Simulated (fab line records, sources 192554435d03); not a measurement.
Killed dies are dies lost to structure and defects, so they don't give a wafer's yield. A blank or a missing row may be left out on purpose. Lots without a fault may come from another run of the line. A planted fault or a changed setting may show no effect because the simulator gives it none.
Which tool did it? | flow n5_finfet | 11 lots, 32 wafers sampled, at 2 steps of a route of 1938

WHAT THE GAUGES READ, wafer by wafer
N5_BEOL_M8_CD_MEAS_35: target cd 40 nm.
lot  | measured     | on        | cd_nm (nm)
L355 | day 9 17:32  | cd_sem-02 | 40.1 39.7 40.3
L357 | day 11 05:08 | cd_sem-02 | 39.3 40.5 39.8
L358 | day 11 10:28 | cd_sem-02 | 41.0 40.8 41.1
L359 | day 12 02:25 | cd_sem-02 | 38.9 38.7 40.8
L363 | day 12 12:13 | cd_sem-01 | 40.7 39.3
L375 | day 15 13:10 | cd_sem-03 | 40.4 40.8 39.5
L374 | day 15 20:55 | cd_sem-01 | 40.0 40.4 40.0
L371 | day 15 23:03 | cd_sem-01 | 39.9 39.7 39.7
L376 | day 15 23:29 | cd_sem-03 | 39.4 39.4 39.8
L377 | day 16 07:56 | cd_sem-01 | 39.9 40.0 39.2
L378 | day 16 17:47 | cd_sem-03 | 41.0 40.5 39.8

WHICH TOOL RAN EACH LOT (tool, then ch and the chambers of the sampled wafers, then the start)
lot  | N5_BEOL_M8_STRIP_80
L355 | rie_diel-03 ch 0,1,2, day 9 17:32 or earlier
L357 | rie_diel-03 ch 1,2,3, day 11 05:08 or earlier
L358 | rie_diel-05 ch 2,3, day 11 10:28 or earlier
L359 | rie_diel-04 ch 2,3, day 12 02:25 or earlier
L363 | rie_diel-04 ch 0,3, day 12 12:13 or earlier
L375 | rie_diel-03 ch 1,2,3, day 15 13:10 or earlier
L374 | rie_diel-04 ch 0,2,3, day 15 20:55 or earlier
L371 | rie_diel-05 ch 0,1,2, day 15 23:03 or earlier
L376 | rie_diel-05 ch 0,3, day 15 23:29 or earlier
L377 | rie_diel-03 ch 1,2,3, day 16 07:56 or earlier
L378 | rie_diel-03 ch 1,3, day 16 17:47 or earlier
- N5_BEOL_M8_STRIP_80: strips in N2/H2, time 10 s.

THE ANSWER, worked out from the rows above alone
Rule: what is usual is taken from the lots themselves. Put in order of their means at a reading, lots are off if they are a third of the lots or fewer, leave a main group of 4 or more, and stand apart from it by a gap of 3 or more times the standard deviation of the main group's means; of several such gaps the widest counts. A main group whose means are all the same, to the digits that the tables above print for the reading, isn't used. A lot without any number at a reading at which 4 lots or more have one is off too. The other lots that the step has rows for count as sound.
No lot is off at any reading shown: from this, nothing can be told.

WHAT THE SIMULATOR HAD PUT IN
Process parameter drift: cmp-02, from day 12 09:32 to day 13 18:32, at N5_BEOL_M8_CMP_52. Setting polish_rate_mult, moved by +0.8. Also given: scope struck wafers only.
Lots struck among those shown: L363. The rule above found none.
